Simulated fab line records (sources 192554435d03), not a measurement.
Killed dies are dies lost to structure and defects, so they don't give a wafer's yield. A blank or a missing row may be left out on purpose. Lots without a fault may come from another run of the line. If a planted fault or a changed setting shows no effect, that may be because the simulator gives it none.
Matching of chambers	flow n5 finfet	4 sister chambers for N5_GATE_CUT_ALD_22 on ald sin-02
The step deposits SiNx, target thk 16 nm, pulse time 1 s, ald cycles 320. 22 wafers are shown with their chamber, then 11 later ones without.

## WAFERS PAIRED WITH THEIR CHAMBERS
wafer	chamber	heater power w (W)	precursor pulse height rel
L080.1	2	877	0.993
L080.3	1	745	1.001
L080.5	0	788	1.011
L082.1	3	821	0.992
L082.4	0	799	0.999
L082.5	2	857	0.987
L084.2	1	740	1.016
L084.5	2	863	1.011
L084.6	3	828	0.971
L086.1	3	793	0.998
L086.3	1	744	0.995
L086.5	1	755	0.997
L087.2	3	800	0.967
L087.3	0	806	0.978
L087.6	3	798	1.021
L089.1	3	829	1.009
L089.2	1	747	1.023
L089.3	0	780	1.006
L089.4	0	810	1.023
L089.5	1	747	0.998
L089.6	3	801	1.014
L091.2	0	795	1.035

SIGNATURES, as means of the wafers listed above
reading	chamber 0	chamber 1	chamber 2	chamber 3	scatter within a chamber
heater power w	796.33	746.33	865.67	810.00	11.5
precursor pulse height rel	1.00867	1.00500	0.99700	0.99600	0.0175
Rule: a wafer lies at a distance from a chamber equal to the root of the sum of squares, over the readings, of (its reading less the chamber's mean, divided by the reading's scatter). The wafer belongs to the nearest chamber; if the next one is less than 2 further off, it can't be placed. How the scatter is found: for the shown wafers, subtract from each reading the mean of its chamber, square and add these, divide the total by (wafers less chambers), then take the root.

## WAFERS WITH NO CHAMBER GIVEN
wafer	heater power w (W)	precursor pulse height rel
L091.5	807	1.010
L091.6	802	1.053
L092.3	854	1.016
L092.5	742	1.012
L092.6	796	0.970
L094.3	802	0.982
L094.5	811	0.996
L094.6	878	0.989
L095.2	814	1.031
L095.5	813	0.989
L095.6	741	0.991

## EACH ONE'S CHAMBER
wafer	from the rows above	in truth
L091.5	can't be placed: 3 or 0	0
L091.6	can't be placed: 0 or 3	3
L092.3	2	2
L092.5	1	1
L092.6	can't be placed: 3 or 0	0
L094.3	can't be placed: 3 or 0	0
L094.5	can't be placed: 3 or 0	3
L094.6	2	2
L095.2	can't be placed: 0 or 3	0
L095.5	can't be placed: 3 or 0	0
L095.6	1	1
Placed correctly: 4 of 11. From these rows, 7 cannot be placed; in 7 the true chamber is one of the candidates. Wrongly placed: 0.
